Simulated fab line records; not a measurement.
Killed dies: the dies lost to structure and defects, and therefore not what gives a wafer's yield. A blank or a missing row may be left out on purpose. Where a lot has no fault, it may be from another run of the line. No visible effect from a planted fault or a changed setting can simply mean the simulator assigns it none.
Matching of chambers | flow n5Finfet | N5_BEOL_M2_STRIP_66 on rieDiel-06 has 4 sister chambers
The step strips in CF4. 22 wafers are shown with their chamber, then 11 later ones without.

== WAFERS, EACH WITH ITS CHAMBER ==
wafer  | chamber | showerheadPlenumPTorr (Torr) | drypumpMotorCurrentA (A) | oesProductAu (a.u.)
L077.2 | 3       | 1.70                         | 6.6                      | 0.69
L077.3 | 2       | 1.73                         | 5.7                      | 0.77
L077.4 | 1       | 1.90                         | 6.5                      | 0.86
L078.1 | 0       | 1.79                         | 5.9                      | 0.74
L078.4 | 1       | 1.90                         | 6.4                      | 0.86
L078.5 | 1       | 1.90                         | 6.5                      | 0.86
L081.3 | 1       | 1.89                         | 6.4                      | 0.85
L081.5 | 1       | 1.89                         | 6.5                      | 0.85
L081.6 | 0       | 1.79                         | 5.9                      | 0.73
L084.1 | 1       | 1.89                         | 6.5                      | 0.84
L084.2 | 2       | 1.72                         | 5.6                      | 0.75
L084.6 | 3       | 1.70                         | 6.6                      | 0.67
L085.3 | 3       | 1.70                         | 6.6                      | 0.67
L085.5 | 3       | 1.70                         | 6.6                      | 0.68
L085.6 | 0       | 1.79                         | 5.9                      | 0.72
L086.1 | 0       | 1.79                         | 5.9                      | 0.72
L086.5 | 2       | 1.72                         | 5.6                      | 0.75
L086.6 | 3       | 1.70                         | 6.6                      | 0.67
L088.2 | 1       | 1.89                         | 6.5                      | 0.83
L088.5 | 0       | 1.79                         | 5.9                      | 0.73
L088.6 | 1       | 1.89                         | 6.5                      | 0.83
L087.1 | 1       | 1.89                         | 6.5                      | 0.83

SIGNATURES (means of the wafers above)
reading               | chamber 0 | chamber 1 | chamber 2 | chamber 3 | scatter within a chamber
showerheadPlenumPTorr | 1.7900    | 1.8933    | 1.7233    | 1.7000    | 0.00385
drypumpMotorCurrentA  | 5.900     | 6.478     | 5.633     | 6.600     | 0.0351
oesProductAu          | 0.7280    | 0.8456    | 0.7567    | 0.6760    | 0.0113
Rule: for each reading, subtract the chamber's mean from the wafer's reading, divide by that reading's scatter and square the result; add these up over the readings and take the root, which gives the wafer's distance from the chamber. If the next closest chamber is less than 2 further off than the closest, the wafer can't be placed; otherwise it belongs to the closest. The scatter is the square root of a quotient: the sum, over the shown wafers, of each reading's squared deviation from its chamber's mean, divided by wafers minus chambers.

== WAFERS WITHOUT THEIR CHAMBER ==
wafer  | showerheadPlenumPTorr (Torr) | drypumpMotorCurrentA (A) | oesProductAu (a.u.)
L087.2 | 1.70                         | 6.6                      | 0.67
L087.3 | 1.79                         | 5.9                      | 0.72
L089.1 | 1.79                         | 5.9                      | 0.72
L089.4 | 1.89                         | 6.5                      | 0.84
L089.6 | 1.70                         | 6.6                      | 0.68
L091.1 | 1.72                         | 5.6                      | 0.74
L091.2 | 1.79                         | 5.9                      | 0.72
L091.3 | 1.89                         | 6.5                      | 0.83
L095.2 | 1.72                         | 5.6                      | 0.74
L095.4 | 1.78                         | 5.9                      | 0.71
L095.5 | 1.89                         | 6.4                      | 0.82

== EACH ONE'S CHAMBER ==
wafer  | from the rows above | in truth
L087.2 | 3                   | 3
L087.3 | 0                   | 0
L089.1 | 0                   | 0
L089.4 | 1                   | 1
L089.6 | 3                   | 3
L091.1 | 2                   | 2
L091.2 | 0                   | 0
L091.3 | 1                   | 1
L095.2 | 2                   | 2
L095.4 | 0                   | 0
L095.5 | 1                   | 1
Placed correctly: 11 of 11. Not placeable from these rows: 0. 0 placed wrongly.
